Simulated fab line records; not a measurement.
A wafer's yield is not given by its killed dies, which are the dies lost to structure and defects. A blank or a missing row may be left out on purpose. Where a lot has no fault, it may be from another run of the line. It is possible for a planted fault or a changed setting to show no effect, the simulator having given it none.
Split-lot study -- flow n5_finfet -- 16 wafers read from 7 lots, route of 1938 steps

## ON THE SPLIT
At N5_BEOL_M5_SPUTTER_48 (material Cu, target thk 15 nm, time 27.62 s), the setting time_s was moved away from the recipe's 27.62 s on 3 of the 16 wafers read, by -14.3% to +14.0%. The other wafers ran this setting at the recipe's value.

Reading taken at the split's own step.

## THE READING
Cu_of_BEOL_M5_SPUTTER_48.thk_nm (the simulator's own value, which no gauge read), in nm, at N5_BEOL_M5_SPUTTER_48 (material Cu, target thk 15 nm, time 27.62 s). The file does not state a usual value for it. The 13 wafers here that ran the recipe average 15.0 nm, standard deviation 0.14 nm.

wafer,"tool, chamber at the split","time_s as run, s",against the recipe,"Cu_of_BEOL_M5_SPUTTER_48.thk_nm, nm",against lot-mates on the recipe
L078.1,"pvd_sputter-01, -",23.67,-14.3%,12.6,-2.2
L078.3,"pvd_sputter-01, -",23.67,-14.3%,12.8,-2.0
L078.6,"pvd_sputter-01, -",27.62,recipe,14.8,-
L083.1,"pvd_sputter-01, -",27.62,recipe,15.2,-
L083.2,"pvd_sputter-01, -",27.62,recipe,15.2,-
L083.6,"pvd_sputter-01, -",27.62,recipe,15,-
L088.4,"pvd_sputter-02, -",27.62,recipe,15.2,-
L088.5,"pvd_sputter-02, -",27.62,recipe,15,-
L089.1,"pvd_sputter-01, -",27.62,recipe,15.2,-
L089.5,"pvd_sputter-01, -",27.62,recipe,15.2,-
L093.1,"pvd_sputter-03, -",27.62,recipe,15,-
L093.3,"pvd_sputter-03, -",27.62,recipe,15,-
L093.6,"pvd_sputter-03, -",27.62,recipe,15,-
L094.2,"pvd_sputter-02, -",31.5,+14.0%,17.2,+2.4
L094.5,"pvd_sputter-02, -",27.62,recipe,14.8,-
L096.2,"pvd_sputter-03, -",27.62,recipe,15,-

THE FIT
A straight line over all 16 wafers: Cu_of_BEOL_M5_SPUTTER_48.thk_nm changes by +0.16 nm for each +1% of time_s; r = +0.99; the points scatter about the line by 0.14 nm.
The same after taking each lot's own level away (the mean of its wafers on the recipe; 16 wafers): +0.155 nm for each +1%; r = +1.00; scatter 0.097 nm.
On that fit, the largest move of time_s shifts the reading by 2.2 nm.
Measured against the standard deviation above, the lots' own levels, which go from 14.80 to 15.20 nm, span 2.9 times it.
Consequently the slope shifts little with the lot-to-lot level, the two slopes agreeing.
Check: for one of the wafers moved furthest among these (-14.3%), held out of the fit, the line's prediction against its lot-mates is -2.19 nm. Against them it came out at -2.2 nm.

## THE OTHER SPLITS THESE WAFERS WENT THROUGH
Other splits were also applied to these wafers ahead of the reading. Each is held against what the fit with the lots' levels taken away leaves over:
other split on the same wafers,wafers away from the commonest value,r with Cu_of_BEOL_M5_SPUTTER_48.thk_nm (lot level and that fit taken away)
N5_BEOL_M5_ETCH_72 source_w,3,-0.23

## THE FILE'S OWN FIT
Cu_of_BEOL_M5_SPUTTER_48.thk_nm changes by +0.157 nm for each +1% of time_s, r = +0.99.
